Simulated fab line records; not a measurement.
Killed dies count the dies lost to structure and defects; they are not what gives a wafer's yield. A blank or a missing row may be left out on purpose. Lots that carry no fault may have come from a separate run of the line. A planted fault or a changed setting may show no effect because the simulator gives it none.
Which of the tools did it? ; flow n5 finfet ; 24 lots with 72 wafers sampled at 6 steps, on a route of 1938 steps

WHAT THE GAUGES SHOWED, per wafer
The record lacks any reading of a measuring or inspecting step that a usual standard deviation could be used to judge.

TOOL THAT RAN EACH LOT (tool first, then ch and the chambers of the sampled wafers, then the start)
lot;N5_BEOL_M9_CURE_72;N5_BEOL_M9_DEGAS_44;N5_BEOL_M9_SPUTTER_48;N5_BEOL_M10_ILD_DEP_00;N5_BEOL_M10_ETCH_62;N5_BEOL_M11_ILD_DEP_00
L074;uv cure-03 ch 2, day 10 15:52;pvd sputter-01, day 10 16:53;pvd sputter-01, day 10 17:36;pecvd-04 ch 0,1, day 10 18:37;rie diel-05 ch 0,1,3, day 10 20:10;pecvd-04 ch 0,1,2, day 11 05:17
L075;uv cure-03 ch 1, day 11 20:32;pvd sputter-01, day 11 20:49;pvd sputter-01, day 11 21:38;pecvd-04 ch 0,1, day 11 22:40;rie diel-05 ch 0,3, day 12 00:01;pecvd-01 ch 1,2, day 12 05:43
L077;uv cure-01 ch 2, day 12 07:54;pvd sputter-01, day 12 10:17;pvd sputter-01, day 12 11:30;pecvd-03 ch 0,1, day 12 12:32;rie diel-02 ch 2,3, day 12 13:54;pecvd-02 ch 1, day 12 19:16
L076;uv cure-02 ch 1, day 12 15:41;pvd sputter-01, day 12 15:51;pvd sputter-01, day 12 16:24;pecvd-03 ch 0,1,2, day 12 17:29;rie diel-04 ch 0,2,3, day 12 18:49;pecvd-04 ch 0,1,2, day 13 01:13
L078;uv cure-01 ch 2, day 13 01:11;pvd sputter-02, day 13 02:59;pvd sputter-02, day 13 03:43;pecvd-03 ch 0,1,2, day 13 04:45;rie diel-04 ch 0,1,3, day 13 07:29;pecvd-02 ch 1,2, day 13 12:47
L079;uv cure-01 ch 0, day 13 04:03;pvd sputter-02, day 13 04:26;pvd sputter-01, day 13 06:41;pecvd-03 ch 0,1, day 13 07:44;rie diel-04 ch 0,1,3, day 13 09:37;pecvd-04 ch 0,2, day 13 14:45
L080;uv cure-02 ch 1, day 13 14:25;pvd sputter-02, day 13 14:54;pvd sputter-01, day 13 15:29;pecvd-04 ch 0,1,2, day 13 16:54;rie diel-05 ch 0,2,3, day 13 19:12;pecvd-01 ch 0,2, day 14 01:39
L081;uv cure-03 ch 2, day 15 02:20;pvd sputter-01, day 15 02:42;pvd sputter-01, day 15 03:22;pecvd-03 ch 1,2, day 15 04:31;rie diel-04 ch 1,2,3, day 15 07:03;pecvd-02 ch 0,1, day 15 11:21
L083;uv cure-01 ch 1, day 15 23:50;pvd sputter-01, day 16 00:59;pvd sputter-01, day 16 01:48;pecvd-04 ch 1,2, day 16 02:52;rie diel-05 ch 0,1,3, day 16 04:51;pecvd-04 ch 0,2, day 16 09:56
L084;uv cure-02 ch 0, day 16 01:33;pvd sputter-01, day 16 01:43;pvd sputter-01, day 16 03:55;pecvd-04 ch 0,1,2, day 16 05:22;rie diel-04 ch 0,1,2, day 16 08:35;pecvd-04 ch 0,1,2, day 16 16:55
L085;uv cure-01 ch 2, day 16 12:37;pvd sputter-01, day 16 12:56;pvd sputter-02, day 16 13:41;pecvd-03 ch 0,1,2, day 16 15:02;rie diel-04 ch 0,2,3, day 16 17:05;pecvd-04 ch 0,1,2, day 16 23:18
L086;uv cure-01 ch 2, day 16 21:33;pvd sputter-03, day 16 22:02;pvd sputter-03, day 16 22:55;pecvd-03 ch 0,2, day 16 23:57;rie diel-04 ch 1,2, day 17 01:19;pecvd-01 ch 0,1,2, day 17 06:04
L087;uv cure-03 ch 0, day 17 05:34;pvd sputter-01, day 17 06:06;pvd sputter-02, day 17 06:40;pecvd-04 ch 0,1,2, day 17 07:41;rie diel-05 ch 1,3, day 17 11:29;pecvd-02 ch 0,1,2, day 17 16:24
L090;uv cure-01 ch 2, day 17 05:59;pvd sputter-03, day 17 06:25;pvd sputter-01, day 17 10:17;pecvd-03 ch 0,1,2, day 17 11:18;rie diel-02 ch 0,3, day 17 12:34;pecvd-02 ch 0,1, day 17 18:05
L088;uv cure-01 ch 2, day 17 20:55;pvd sputter-02, day 17 21:22;pvd sputter-03, day 17 22:07;pecvd-01 ch 0,2, day 17 23:07;rie diel-04 ch 2,3, day 18 01:43;pecvd-04 ch 0,2, day 18 09:22
L097;uv cure-01 ch 2, day 18 11:05;pvd sputter-02, day 18 11:19;pvd sputter-03, day 18 12:44;pecvd-01 ch 0,1, day 18 13:48;rie diel-05 ch 0,1,3, day 18 17:41;pecvd-04 ch 0,2, day 19 00:53
L095;uv cure-03 ch 2, day 18 11:13;pvd sputter-01, day 18 11:28;pvd sputter-03, day 18 12:54;pecvd-01 ch 0,1,2, day 18 14:05;rie diel-02 ch 1,2, day 18 17:47;pecvd-04 ch 0,1,2, day 18 22:10
L091;uv cure-01 ch 0, day 18 13:46;pvd sputter-02, day 18 14:21;pvd sputter-02, day 18 16:33;pecvd-04 ch 0,1,2, day 18 17:40;rie diel-02 ch 0,2,3, day 18 20:48;pecvd-04 ch 0,1,2, day 19 02:50
L092;uv cure-01 ch 1, day 19 01:40;pvd sputter-02, day 19 02:09;pvd sputter-01, day 19 02:52;pecvd-04 ch 0,2, day 19 04:14;rie diel-02 ch 2,3, day 19 06:47;pecvd-04 ch 0,1, day 19 11:37
L094;uv cure-02 ch 2, day 19 08:22;pvd sputter-03, day 19 08:43;pvd sputter-03, day 19 09:23;pecvd-04 ch 1,2, day 19 10:24;rie diel-04 ch 0,1,3, day 19 13:37;pecvd-02 ch 0,1,2, day 19 21:24
L089;uv cure-03 ch 2, day 19 08:57;pvd sputter-03, day 19 09:18;pvd sputter-03, day 19 09:59;pecvd-04 ch 0,1,2, day 19 11:13;rie diel-02 ch 0,2,3, day 19 13:56;pecvd-04 ch 0,2, day 19 22:12
L093;uv cure-03 ch 1, day 19 13:56;pvd sputter-03, day 19 14:35;pvd sputter-02, day 19 17:02;pecvd-01 ch 0,1,2, day 19 18:03;rie diel-02 ch 0,1, day 20 00:52;pecvd-02 ch 0,1, day 20 08:30
L082;uv cure-03 ch 1, day 19 19:31;pvd sputter-03, day 19 20:12;pvd sputter-02, day 19 20:55;pecvd-01 ch 0,1,2, day 19 21:59;rie diel-05 ch 0,2,3, day 20 01:01;pecvd-01 ch 0,1,2, day 20 08:45
L096;uv cure-02 ch 0, day 19 19:46;pvd sputter-03, day 19 20:17;pvd sputter-03, day 19 21:02;pecvd-03 ch 0,1,2, day 19 22:20;rie diel-05 ch 0,2, day 20 01:38;pecvd-02 ch 0,2, day 20 09:42
- N5_BEOL_M9_CURE_72: cures SiCOH lowk, time 120 s.
- N5_BEOL_M9_DEGAS_44: time 60 s.
- N5_BEOL_M9_SPUTTER_48: material Cu, target thk 12 nm, time 2 s.
- N5_BEOL_M10_ILD_DEP_00: deposits SiCOH lowk from DEMS/porogen, target thk 308.51 nm, time 58 s.
- N5_BEOL_M10_ETCH_62: etches SOC in N2/H2, target depth 110 nm, overetch 22 nm, time 165 s.
- N5_BEOL_M11_ILD_DEP_00: deposits SiCOH lowk from DEMS/porogen, target thk 308.51 nm, time 58 s.

WHAT THE TOOLS THEMSELVES READ (means of the sampled wafers that have a number; where no wafer has one, the mark that the record gives instead)
N5_BEOL_M9_CURE_72. Usual: lamp power pct 52.32 %, standard deviation 0.058; wafer_temp_C_max 371.7, standard deviation 0.56.
lot;tool;lamp power pct (%);wafer_temp_C_max;flag
L074;uv cure-03;52.38;371.2;
L075;uv cure-03;52.31;371.9;
L077;uv cure-01;52.29;372.1;
L076;uv cure-02;52.30;372.3;
L078;uv cure-01;52.28;372.0;
L079;uv cure-01;52.34;372.7;
L080;uv cure-02;52.24;372.2;
L081;uv cure-03;52.30;371.4;
L083;uv cure-01;52.34;371.0;
L084;uv cure-02;52.35;370.9;
L085;uv cure-01;52.27;372.4;
L086;uv cure-01;52.32;371.8;
L087;uv cure-03;52.29;371.4;
L090;uv cure-01;52.28;372.4;
L088;uv cure-01;52.31;372.2;
L097;uv cure-01;52.32;372.1;
L095;uv cure-03;52.33;371.5;
L091;uv cure-01;52.30;372.6;
L092;uv cure-01;52.31;371.5;
L094;uv cure-02;52.26;371.6;
L089;uv cure-03;52.33;371.3;
L093;uv cure-03;52.35;371.8;
L082;uv cure-03;52.30;371.7;
L096;uv cure-02;52.30;371.0;

N5_BEOL_M9_DEGAS_44. Usual: heater power w 325 W, standard deviation 30.
lot;tool;heater power w (W);flag
L074;pvd sputter-01;327;
L075;pvd sputter-01;306;
L077;pvd sputter-01;283;
L076;pvd sputter-01;298;
L078;pvd sputter-02;330;
L079;pvd sputter-02;336;
L080;pvd sputter-02;345;
L081;pvd sputter-01;305;
L083;pvd sputter-01;302;
L084;pvd sputter-01;320;
L085;pvd sputter-01;320;
L086;pvd sputter-03;359;
L087;pvd sputter-01;301;
L090;pvd sputter-03;301;
L088;pvd sputter-02;327;
L097;pvd sputter-02;327;
L095;pvd sputter-01;303;
L091;pvd sputter-02;327;
L092;pvd sputter-02;363;
L094;pvd sputter-03;340;
L089;pvd sputter-03;344;
L093;pvd sputter-03;300;
L082;pvd sputter-03;343;
L096;pvd sputter-03;341;

N5_BEOL_M9_SPUTTER_48. Usual: bias v 60.0 V, standard deviation 0.59; throttle valve pct 29.5 %, standard deviation 1.
lot;tool;bias v (V);throttle valve pct (%);flag
L074;pvd sputter-01;59.7;29.8;
L075;pvd sputter-01;59.9;29.9;
L077;pvd sputter-01;60.4;29.8;
L076;pvd sputter-01;59.8;29.6;
L078;pvd sputter-02;60.3;29.3;
L079;pvd sputter-01;59.8;29.9;
L080;pvd sputter-01;59.3;29.8;
L081;pvd sputter-01;60.3;30.0;
L083;pvd sputter-01;60.0;29.8;
L084;pvd sputter-01;59.6;30.4;
L085;pvd sputter-02;60.6;29.2;
L086;pvd sputter-03;60.6;28.5;
L087;pvd sputter-02;60.3;29.1;
L090;pvd sputter-01;59.8;29.6;
L088;pvd sputter-03;59.7;29.2;
L097;pvd sputter-03;60.3;29.0;
L095;pvd sputter-03;59.8;28.8;
L091;pvd sputter-02;60.4;29.2;
L092;pvd sputter-01;59.5;30.3;
L094;pvd sputter-03;60.7;29.0;
L089;pvd sputter-03;60.1;28.7;
L093;pvd sputter-02;60.1;29.5;
L082;pvd sputter-02;59.6;29.4;
L096;pvd sputter-03;60.3;29.3;

N5_BEOL_M10_ILD_DEP_00. Usual: heater power w 289 W, standard deviation 35; showerhead plenum p Torr 5.734 Torr, standard deviation 0.014; throttle valve pct 13.9 %, standard deviation 0.58.
lot;tool;heater power w (W);showerhead plenum p Torr (Torr);throttle valve pct (%);flag
L074;pecvd-04;271;5.736;13.7;
L075;pecvd-04;257;5.732;13.8;
L077;pecvd-03;296;5.718;14.3;
L076;pecvd-03;303;5.720;13.8;
L078;pecvd-03;295;5.724;13.9;
L079;pecvd-03;307;5.727;14.2;
L080;pecvd-04;261;5.734;13.8;
L081;pecvd-03;302;5.718;13.9;
L083;pecvd-04;244;5.730;13.7;
L084;pecvd-04;266;5.743;14.0;
L085;pecvd-03;308;5.728;13.9;
L086;pecvd-03;321;5.738;14.0;
L087;pecvd-04;271;5.742;13.8;
L090;pecvd-03;309;5.727;14.0;
L088;pecvd-01;284;5.741;13.8;
L097;pecvd-01;284;5.756;14.2;
L095;pecvd-01;332;5.740;14.0;
L091;pecvd-04;280;5.739;14.0;
L092;pecvd-04;282;5.716;14.2;
L094;pecvd-04;241;5.735;13.9;
L089;pecvd-04;265;5.738;13.9;
L093;pecvd-01;325;5.754;14.2;
L082;pecvd-01;308;5.742;14.0;
L096;pecvd-03;309;5.720;14.1;

N5_BEOL_M10_ETCH_62. Usual: drypump motor current A 5.7 A, standard deviation 0.44; oes product au 0.70 a.u., standard deviation 0.073; rf vpp V 525.1 V, standard deviation 2.7; showerhead plenum p Torr 2.59 Torr, standard deviation 0.097; throttle valve pct 17.85 %, standard deviation 0.22.
lot;tool;drypump motor current A (A);oes product au (a.u.);rf vpp V (V);showerhead plenum p Torr (Torr);throttle valve pct (%);flag
L074;rie diel-05;6.1;0.70;526.5;2.65;17.86;
L075;rie diel-05;6.4;0.69;525.6;2.61;17.92;
L077;rie diel-02;5.6;0.65;522.9;2.51;18.06;
L076;rie diel-04;5.5;0.71;525.2;2.60;17.79;
L078;rie diel-04;5.6;0.75;525.0;2.59;17.83;
L079;rie diel-04;5.6;0.75;525.3;2.59;17.83;
L080;rie diel-05;6.2;0.71;526.3;2.60;17.88;
L081;rie diel-04;5.2;0.76;522.9;2.51;17.76;
L083;rie diel-05;6.1;0.67;526.9;2.63;17.90;
L084;rie diel-04;5.6;0.73;523.6;2.55;17.76;
L085;rie diel-04;5.5;0.75;524.7;2.59;17.68;
L086;rie diel-04;5.3;0.75;522.1;2.47;17.67;
L087;rie diel-05;5.8;0.66;526.9;2.67;17.87;
L090;rie diel-02;5.6;0.69;523.7;2.51;17.88;
L088;rie diel-04;5.1;0.75;524.6;2.55;17.69;
L097;rie diel-05;6.1;0.74;526.2;2.63;17.78;
L095;rie diel-02;5.8;0.59;525.9;2.62;18.02;
L091;rie diel-02;5.6;0.67;524.2;2.59;17.90;
L092;rie diel-02;5.7;0.61;523.9;2.56;18.14;
L094;rie diel-04;5.6;0.70;524.7;2.57;17.92;
L089;rie diel-02;5.6;0.67;525.6;2.58;17.92;
L093;rie diel-02;5.7;0.80;526.9;2.68;17.46;
L082;rie diel-05;6.2;0.73;525.5;2.59;17.80;
L096;rie diel-05;6.0;0.71;525.9;2.58;17.87;

N5_BEOL_M11_ILD_DEP_00. Usual: heater power w 274 W, standard deviation 37; showerhead plenum p Torr 5.735 Torr, standard deviation 0.015; throttle valve pct 13.9 %, standard deviation 0.49.
lot;tool;heater power w (W);showerhead plenum p Torr (Torr);throttle valve pct (%);flag
L074;pecvd-04;272;5.732;13.9;
L075;pecvd-01;310;5.754;13.5;
L077;pecvd-02;263;5.743;13.5;
L076;pecvd-04;268;5.734;13.8;
L078;pecvd-02;260;5.734;13.6;
L079;pecvd-04;263;5.727;14.0;
L080;pecvd-01;278;5.734;14.4;
L081;pecvd-02;265;5.740;13.8;
L083;pecvd-04;290;5.727;14.1;
L084;pecvd-04;253;5.728;14.0;
L085;pecvd-04;244;5.735;14.0;
L086;pecvd-01;319;5.746;14.0;
L087;pecvd-02;303;5.737;14.0;
L090;pecvd-02;280;5.739;13.8;
L088;pecvd-04;278;5.718;14.2;
L097;pecvd-04;231;5.725;14.2;
L095;pecvd-04;281;5.746;13.9;
L091;pecvd-04;238;5.736;13.9;
L092;pecvd-04;258;5.745;13.8;
L094;pecvd-02;292;5.745;14.0;
L089;pecvd-04;272;5.719;14.2;
L093;pecvd-02;274;5.735;13.6;
L082;pecvd-01;319;5.751;14.0;
L096;pecvd-02;302;5.730;14.0;

THE ANSWER, worked out from the rows above alone
Rule: take the mean of a lot's wafers that have a number; if it is more than 3 standard deviations from the usual mean, the lot is off. A lot without any number at a reading at which 4 lots or more have one is off too. Any other lot the step has rows for is counted as sound. After the gauges, taken in route order, come the tools' own readings; for these a lot's mean is taken, as printed above. The first step at which some lot is off is used, and at that step the reading that is off furthest; a lot without a number counts as furthest.
None of the lots is off at any reading shown; this tells nothing.

WHAT THE SIMULATOR HAD PUT IN
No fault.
